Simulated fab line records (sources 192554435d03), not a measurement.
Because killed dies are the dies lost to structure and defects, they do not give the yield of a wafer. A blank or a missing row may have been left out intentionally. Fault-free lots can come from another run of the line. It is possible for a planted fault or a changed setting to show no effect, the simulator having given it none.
Which tool did it?    flow n5 finfet    24 lots with 72 wafers sampled at 6 steps, on a route of 1938 steps

== WHAT EACH GAUGE READ, for each wafer ==
N5_BEOL_M15_OVL_MEAS_29.
lot   measured      on          M15_OVL (nm)
L074  day 11 20:59  overlay-01  -6 -3 1
L076  day 12 00:52  overlay-01  -7 -7 -10
L075  day 12 02:16  overlay-01  -8 -10 -9
L077  day 12 06:20  overlay-01  -6 0 0
L078  day 13 00:46  overlay-02  -6 5 -2
L079  day 13 02:01  overlay-02  -10 0 -16
L081  day 13 11:52  overlay-01  4 -2 -4
L080  day 13 17:00  overlay-02  -8 -15 -7
L082  day 13 23:08  overlay-01  -6 -5 -4
L083  day 14 08:22  overlay-01  4 7 2
L084  day 14 08:43  overlay-01  -1 -10 -5
L085  day 14 10:34  overlay-01  5 1 4
L086  day 14 22:25  overlay-01  -3 6 -1
L087  day 15 04:16  overlay-01  1 8 5
L089  day 15 14:54  overlay-01  1 -4 7
L090  day 15 20:17  overlay-02  -3 1 4
L091  day 15 19:59  overlay-02  -1 9 -1
L088  day 16 14:47  overlay-02  -3 -2 6
L092  day 16 15:21  overlay-01  4 4 2
L095  day 16 18:18  overlay-01  0 -2 3
L094  day 17 03:00  overlay-02  -15 -8 -1
L093  day 17 15:13  overlay-02  5 7 -2
L096  day 17 23:18  overlay-02  2 -4 -7
L097  day 18 13:14  overlay-02  1 1 -2

N5_PASSIVATION_INSPECT_67: inspects for defects (macro).
lot   measured      on                 raw defect count
L074  day 12 21:27  defect inspect-01  0 2 1
L076  day 12 20:29  defect inspect-02  0 2 1
L075  day 12 21:37  defect inspect-01  4 0 1
L077  day 12 20:44  defect inspect-01  1 2 3
L078  day 13 16:10  defect inspect-01  1 0 3
L079  day 13 20:35  defect inspect-01  2 3 3
L081  day 14 01:34  defect inspect-01  1 0 5
L080  day 14 08:41  defect inspect-01  6 2 1
L082  day 14 13:14  defect inspect-02  2 1 2
L083  day 14 21:43  defect inspect-02  4 4 4
L084  day 14 21:58  defect inspect-02  1 2 2
L085  day 15 03:12  defect inspect-01  4 6 0
L086  day 15 13:40  defect inspect-01  4 0 2
L087  day 15 20:07  defect inspect-02  1 1 1
L089  day 16 08:49  defect inspect-02  3 1 2
L090  day 16 13:27  defect inspect-02  0 3 1
L091  day 16 12:49  defect inspect-02  2 2 4
L088  day 17 09:29  defect inspect-01  2 0 2
L092  day 17 08:46  defect inspect-01  1 1 3
L095  day 17 10:11  defect inspect-02  4 4 1
L094  day 17 17:38  defect inspect-02  4 2 2
L093  day 18 06:51  defect inspect-01  3 4 1
L096  day 18 12:10  defect inspect-02  4 3 4
L097  day 19 03:47  defect inspect-02  2 0 3

== WHICH TOOL RAN EACH LOT (tool, then ch and the chambers of the sampled wafers, then the start) ==
lot   N5_BEOL_M14_CMP_49             N5_BEOL_M15_DEGAS_41          N5_BEOL_M15_SPUTTER_43        N5_PASSIVATION_ETCH_59
L074  cmp-04 ch 0,1, day 11 18:22    pvd sputter-01, day 12 05:04  pvd sputter-01, day 12 05:08  rie metal-03 ch 1, day 12 19:56
L076  cmp-02 ch 0,1, day 11 22:13    pvd sputter-01, day 12 05:28  pvd sputter-01, day 12 05:32  rie metal-01 ch 0,1, day 12 19:08
L075  cmp-04 ch 0,1, day 11 23:39    pvd sputter-02, day 12 05:28  pvd sputter-02, day 12 05:33  rie metal-01 ch 0,1, day 12 20:16
L077  cmp-02 ch 0,2,3, day 12 03:47  pvd sputter-01, day 12 09:02  pvd sputter-01, day 12 09:07  rie metal-02 ch 0,1, day 12 19:17
L078  cmp-04 ch 0,1, day 12 22:01    pvd sputter-03, day 13 02:46  pvd sputter-03, day 13 02:50  rie metal-03 ch 0,1, day 13 14:58
L079  cmp-04 ch 0,1,2, day 12 23:03  pvd sputter-01, day 13 07:02  pvd sputter-01, day 13 07:07  rie metal-03 ch 0,1, day 13 19:15
L081  cmp-04 ch 1,3, day 13 09:08    pvd sputter-02, day 13 14:02  pvd sputter-02, day 13 14:07  rie metal-01 ch 0,1, day 14 00:21
L080  cmp-04 ch 1,2,3, day 13 14:21  pvd sputter-03, day 13 19:09  pvd sputter-03, day 13 19:14  rie metal-03 ch 0,1, day 14 07:11
L082  cmp-03 ch 0,1,3, day 13 20:34  pvd sputter-03, day 14 01:58  pvd sputter-03, day 14 02:03  rie metal-02 ch 0,1, day 14 11:48
L083  cmp-04 ch 2,3, day 14 05:35    pvd sputter-03, day 14 10:05  pvd sputter-03, day 14 10:10  rie metal-03 ch 0,1, day 14 20:23
L084  cmp-03 ch 0,3, day 14 06:02    pvd sputter-01, day 14 10:33  pvd sputter-01, day 14 10:38  rie metal-01 ch 0,1, day 14 20:31
L085  cmp-04 ch 0,1,3, day 14 07:52  pvd sputter-03, day 14 14:05  pvd sputter-03, day 14 14:10  rie metal-01 ch 0, day 15 01:41
L086  cmp-04 ch 0,1,3, day 14 19:45  pvd sputter-03, day 15 00:08  pvd sputter-03, day 15 00:13  rie metal-01 ch 0, day 15 12:20
L087  cmp-04 ch 0,2, day 15 01:39    pvd sputter-03, day 15 07:24  pvd sputter-03, day 15 07:29  rie metal-01 ch 0, day 15 18:46
L089  cmp-02 ch 0,1,3, day 15 12:00  pvd sputter-03, day 15 18:48  pvd sputter-03, day 15 18:53  rie metal-02 ch 0,1, day 16 07:34
L090  cmp-03 ch 1,2,3, day 15 17:28  pvd sputter-02, day 15 23:31  pvd sputter-02, day 15 23:35  rie metal-03 ch 0,1, day 16 12:02
L091  cmp-04 ch 0,2, day 15 17:30    pvd sputter-01, day 15 23:17  pvd sputter-01, day 15 23:22  rie metal-02 ch 0,1, day 16 11:35
L088  cmp-04 ch 0,1,2, day 16 11:55  pvd sputter-02, day 16 16:26  pvd sputter-02, day 16 16:31  rie metal-02 ch 1, day 17 08:16
L092  cmp-02 ch 0,1,3, day 16 12:23  pvd sputter-02, day 16 19:12  pvd sputter-02, day 16 19:17  rie metal-02 ch 0,1, day 17 07:31
L095  cmp-02 ch 0,2,3, day 16 14:29  pvd sputter-02, day 16 19:31  pvd sputter-02, day 16 19:36  rie metal-03 ch 0,1, day 17 08:44
L094  cmp-02 ch 0,1, day 17 00:15    pvd sputter-01, day 17 05:43  pvd sputter-01, day 17 05:48  rie metal-03 ch 0,1, day 17 16:25
L093  cmp-02 ch 1,2, day 17 12:25    pvd sputter-03, day 17 16:40  pvd sputter-03, day 17 16:44  rie metal-03 ch 1, day 18 05:38
L096  cmp-02 ch 0,2,3, day 17 20:22  pvd sputter-02, day 18 00:20  pvd sputter-02, day 18 00:25  rie metal-02 ch 0, day 18 10:45
L097  cmp-03 ch 0,3, day 18 10:40    pvd sputter-03, day 18 15:13  pvd sputter-03, day 18 15:18  rie metal-01 ch 0,1, day 19 02:10
- N5_BEOL_M14_CMP_49: polishes, stops on SiO2, t overpolish 5.2 s, target thk 560 nm.
- N5_BEOL_M15_DEGAS_41: time 60 s.
- N5_BEOL_M15_SPUTTER_43: material TaN, target thk 15 nm, time 24.19 s.
- N5_PASSIVATION_ETCH_59: etches TaN in Cl2/BCl3, target depth 65 nm, time 34.9 s.

== WHAT THE TOOLS THEMSELVES READ (means of the sampled wafers that have a number; where no wafer has one, the mark that the record gives instead) ==
N5_BEOL_M14_CMP_49.
lot   tool    barrier field endpoint s (s)  motor current A (A)  overpolish run s (s)  slurry filter dp kPa (kPa)  time to endpoint s (s)
L074  cmp-04  11.31                         7.8                  5.203                 13.49                       125
L076  cmp-02  11.13                         7.5                  5.211                 13.47                       120
L075  cmp-04  11.32                         7.3                  5.205                 13.51                       123
L077  cmp-02  11.20                         7.4                  5.196                 13.59                       118
L078  cmp-04  11.42                         7.6                  5.207                 13.50                       122
L079  cmp-04  11.31                         7.5                  5.201                 13.57                       125
L081  cmp-04  11.58                         8.1                  5.207                 13.51                       121
L080  cmp-04  11.34                         7.9                  5.196                 13.49                       119
L082  cmp-03  11.31                         7.4                  5.207                 13.56                       121
L083  cmp-04  11.48                         8.2                  5.203                 13.47                       119
L084  cmp-03  11.46                         7.7                  5.200                 13.51                       124
L085  cmp-04  11.30                         7.9                  5.206                 13.32                       120
L086  cmp-04  11.40                         8.0                  5.196                 13.43                       122
L087  cmp-04  11.21                         7.9                  5.204                 13.49                       120
L089  cmp-02  11.28                         7.4                  5.206                 13.47                       120
L090  cmp-03  11.64                         8.1                  5.211                 13.47                       123
L091  cmp-04  11.28                         7.9                  5.199                 13.48                       122
L088  cmp-04  11.11                         7.5                  5.201                 13.45                       123
L092  cmp-02  11.32                         7.5                  5.198                 13.34                       122
L095  cmp-02  11.61                         7.6                  5.196                 13.57                       123
L094  cmp-02  11.25                         7.7                  5.196                 13.41                       121
L093  cmp-02  11.27                         8.2                  5.192                 13.50                       118
L096  cmp-02  11.34                         7.8                  5.203                 13.53                       120
L097  cmp-03  11.32                         7.7                  5.198                 13.59                       122

N5_BEOL_M15_DEGAS_41.
lot   tool            heater power w (W)
L074  pvd sputter-01  466
L076  pvd sputter-01  432
L075  pvd sputter-02  470
L077  pvd sputter-01  462
L078  pvd sputter-03  422
L079  pvd sputter-01  494
L081  pvd sputter-02  458
L080  pvd sputter-03  433
L082  pvd sputter-03  413
L083  pvd sputter-03  419
L084  pvd sputter-01  456
L085  pvd sputter-03  438
L086  pvd sputter-03  415
L087  pvd sputter-03  396
L089  pvd sputter-03  419
L090  pvd sputter-02  458
L091  pvd sputter-01  403
L088  pvd sputter-02  504
L092  pvd sputter-02  484
L095  pvd sputter-02  498
L094  pvd sputter-01  465
L093  pvd sputter-03  416
L096  pvd sputter-02  488
L097  pvd sputter-03  427

N5_BEOL_M15_SPUTTER_43.
lot   tool            throttle valve pct (%)
L074  pvd sputter-01  30.9
L076  pvd sputter-01  31.2
L075  pvd sputter-02  29.4
L077  pvd sputter-01  30.8
L078  pvd sputter-03  29.5
L079  pvd sputter-01  31.4
L081  pvd sputter-02  29.2
L080  pvd sputter-03  29.9
L082  pvd sputter-03  31.4
L083  pvd sputter-03  29.2
L084  pvd sputter-01  31.3
L085  pvd sputter-03  29.5
L086  pvd sputter-03  30.1
L087  pvd sputter-03  30.2
L089  pvd sputter-03  29.3
L090  pvd sputter-02  29.1
L091  pvd sputter-01  30.7
L088  pvd sputter-02  29.0
L092  pvd sputter-02  29.2
L095  pvd sputter-02  29.2
L094  pvd sputter-01  31.0
L093  pvd sputter-03  29.5
L096  pvd sputter-02  29.1
L097  pvd sputter-03  30.6

N5_PASSIVATION_ETCH_59.
lot   tool          bcl3 flow sccm (sccm)  drypump motor current A (A)  oes product au (a.u.)  throttle valve pct (%)
L074  rie metal-03  29.94                  5.7                          0.88                   21.31
L076  rie metal-01  29.98                  6.0                          0.73                   20.97
L075  rie metal-01  29.90                  5.6                          0.82                   20.94
L077  rie metal-02  29.89                  5.6                          0.73                   21.12
L078  rie metal-03  30.02                  5.9                          0.84                   21.29
L079  rie metal-03  30.08                  5.9                          0.83                   21.31
L081  rie metal-01  29.99                  5.7                          0.81                   20.94
L080  rie metal-03  29.92                  6.0                          0.79                   21.28
L082  rie metal-02  29.98                  5.6                          0.72                   21.13
L083  rie metal-03  29.96                  6.0                          0.78                   21.30
L084  rie metal-01  30.13                  5.7                          0.80                   20.95
L085  rie metal-01  30.13                  5.3                          0.87                   20.92
L086  rie metal-01  29.92                  5.3                          0.85                   20.93
L087  rie metal-01  29.91                  5.3                          0.85                   20.91
L089  rie metal-02  30.03                  5.6                          0.71                   21.12
L090  rie metal-03  29.92                  6.0                          0.78                   21.29
L091  rie metal-02  30.00                  5.4                          0.76                   21.25
L088  rie metal-02  30.07                  5.2                          0.79                   21.39
L092  rie metal-02  30.11                  5.4                          0.74                   21.28
L095  rie metal-03  30.03                  5.9                          0.80                   21.32
L094  rie metal-03  29.99                  6.0                          0.77                   21.32
L093  rie metal-03  30.07                  5.7                          0.83                   21.33
L096  rie metal-02  29.95                  5.8                          0.66                   21.03
L097  rie metal-01  30.04                  5.7                          0.86                   20.89

== THE ANSWER, worked out from the rows above alone ==
Rule: what is usual is taken from the lots themselves. Put in order of their means at a reading, lots are off if they are a third of the lots or fewer, leave a main group of 4 or more, and stand apart from it by a gap of 3 or more times the standard deviation of the main group's means; of several such gaps the widest counts. The tables above print the reading to a certain number of digits; a main group whose means all agree to those digits is not used. Also off: a lot with no number at a reading for which 4 or more lots have one. Any other lot the step has rows for is counted as sound. First the gauges in route order, then the tools' own readings, where a lot's mean is used as printed above. The first step at which some lot is off is used, and at that step the reading that is off furthest; a lot without a number counts as furthest.
No lot is off at any reading shown: from this, nothing can be told.

== WHAT THE SIMULATOR HAD PUT IN ==
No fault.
